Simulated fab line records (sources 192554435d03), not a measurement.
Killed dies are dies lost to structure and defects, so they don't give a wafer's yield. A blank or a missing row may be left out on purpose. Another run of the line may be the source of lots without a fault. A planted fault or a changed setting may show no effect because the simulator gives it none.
Which tool is to blame? -- flow n5Finfet -- 9 lots, 27 wafers sampled, at 3 steps of a route of 1938

== WHAT EACH GAUGE READ, for each wafer ==
N5_BEOL_M4_RC_MEAS_101.
lot,measured,on,CHAIN_V0 (ohm/link)
L384,day 7 23:09,prober-02,240 260 232
L386,day 8 04:20,prober-02,243 246 249
L393,day 10 04:41,prober-01,226 194 239
L398,day 11 05:46,prober-02,242 244 235
L399,day 11 21:28,prober-02,235 236 241
L402,day 12 09:35,prober-01,235 236 235
L403,day 12 23:11,prober-01,221 228 236
L405,day 13 03:17,prober-02,235 256 242
L407,day 13 22:28,prober-02,241 245 248

== EACH LOT AND THE TOOL THAT RAN IT (in order: tool; ch and the chambers of the sampled wafers; start) ==
lot,N5_BEOL_M1_ETCH_70,N5_BEOL_M4_CMP_52
L384,"rieDiel-06 ch 0,1,2, day 6 11:23","cmp-04 ch 0,1,3, day 7 22:35"
L386,"rieDiel-05 ch 0,1,3, day 6 14:37","cmp-03 ch 0,1,3, day 8 03:48"
L393,"rieDiel-04 ch 0,1,3, day 8 15:37","cmp-04 ch 0,2, day 10 03:53"
L398,"rieDiel-05 ch 0,2, day 9 14:56","cmp-04 ch 1,2,3, day 11 05:14"
L399,"rieDiel-05 ch 0,3, day 10 00:04","cmp-03 ch 1,2, day 11 20:51"
L402,"rieDiel-06 ch 1,2,3, day 10 18:13","cmp-01 ch 0,1,3, day 12 08:59"
L403,"rieDiel-04 ch 0,1,3, day 11 08:26","cmp-01 ch 1,2,3, day 12 22:30"
L405,"rieDiel-05 ch 0,2, day 11 16:28","cmp-04 ch 0,2, day 13 02:23"
L407,"rieDiel-04 ch 0,2,3, day 12 01:58","cmp-01 ch 0,1,2, day 13 21:25"
- N5_BEOL_M1_ETCH_70: etches SOC in N2/H2, target depth 80 nm, overetch 16 nm, time 120 s.
- N5_BEOL_M4_CMP_52: polishes, stops on SiOC, t overpolish 6.8 s, target thk 40 nm.

== THE ANSWER, worked out from the rows above alone ==
Rule: the usual values come from the lots themselves. Put in order of their means at a reading, lots are off if they are a third of the lots or fewer, leave a main group of 4 or more, and stand apart from it by a gap of 3 or more times the standard deviation of the main group's means; of several such gaps the widest counts. The tables above print the reading to a certain number of digits; a main group whose means all agree to those digits is not used. A lot without any number at a reading at which 4 lots or more have one is off too. Where the step has rows for the other lots, those lots are counted as sound.
Across all readings shown, no lot is off: no conclusion can be drawn from this.

== WHAT HAD BEEN PUT IN BY THE SIMULATOR ==
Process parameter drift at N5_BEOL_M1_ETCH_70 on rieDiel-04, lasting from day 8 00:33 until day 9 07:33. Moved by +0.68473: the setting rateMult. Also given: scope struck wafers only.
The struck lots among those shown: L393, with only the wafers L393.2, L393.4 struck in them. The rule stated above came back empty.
